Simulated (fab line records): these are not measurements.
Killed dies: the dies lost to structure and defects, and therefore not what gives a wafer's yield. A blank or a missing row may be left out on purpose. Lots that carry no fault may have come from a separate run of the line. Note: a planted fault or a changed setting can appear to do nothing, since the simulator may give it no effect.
Chamber matching :: flow n5 finfet :: rie diel-06 running N5_GATE_CUT_DESCUM_18: 4 sister chambers
The step chemistry O2, time 7 s. 8 wafers are shown with their chamber, then 7 later ones without.

## WAFERS WITH THEIR CHAMBER
wafer: L079.3
chamber: 0
throttle valve pct (%): 20.58
oes product au (a.u.): 0.69

wafer: L083.2
chamber: 0
throttle valve pct (%): 20.59
oes product au (a.u.): 0.69

wafer: L083.3
chamber: 1
throttle valve pct (%): 20.40
oes product au (a.u.): 0.68

wafer: L083.5
chamber: 2
throttle valve pct (%): 20.60
oes product au (a.u.): 0.73

wafer: L084.3
chamber: 2
throttle valve pct (%): 20.61
oes product au (a.u.): 0.72

wafer: L084.6
chamber: 1
throttle valve pct (%): 20.38
oes product au (a.u.): 0.67

wafer: L087.2
chamber: 3
throttle valve pct (%): 20.15
oes product au (a.u.): 0.91

wafer: L087.5
chamber: 3
throttle valve pct (%): 20.14
oes product au (a.u.): 0.91

## WAFERS WHOSE CHAMBER IS MISSING
wafer: L087.6
throttle valve pct (%): 20.39
oes product au (a.u.): 0.67

wafer: L088.3
throttle valve pct (%): 20.60
oes product au (a.u.): 0.69

wafer: L088.4
throttle valve pct (%): 20.60
oes product au (a.u.): 0.72

wafer: L088.6
throttle valve pct (%): 20.60
oes product au (a.u.): 0.69

wafer: L095.1
throttle valve pct (%): 20.64
oes product au (a.u.): 0.71

wafer: L095.3
throttle valve pct (%): 20.17
oes product au (a.u.): 0.87

wafer: L095.5
throttle valve pct (%): 20.36
oes product au (a.u.): 0.97

## EACH ONE'S CHAMBER
wafer: L087.6
from the rows above: 1
in truth: 1

wafer: L088.3
from the rows above: 0
in truth: 0

wafer: L088.4
from the rows above: 2
in truth: 2

wafer: L088.6
from the rows above: 0
in truth: 0

wafer: L095.1
from the rows above: 2
in truth: 2

wafer: L095.3
from the rows above: 3
in truth: 3

wafer: L095.5
from the rows above: 3
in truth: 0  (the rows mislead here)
6 of 7 placed correctly. Not placeable from these rows: 0. Placed wrongly: 1.
How it was worked out, from the rows above alone: a wafer's distance from a chamber is the root of the sum, over the readings, of the square of ((its reading less the chamber's mean) divided by the reading's scatter). If the next closest chamber is less than 2 further off than the closest, the wafer can't be placed; otherwise it belongs to the closest. For every chamber, the mean is computed from those of its wafers that are shown. The scatter: the root of (the sum of the squares of (reading less its chamber's mean) over the shown wafers, divided by (wafers less chambers)).
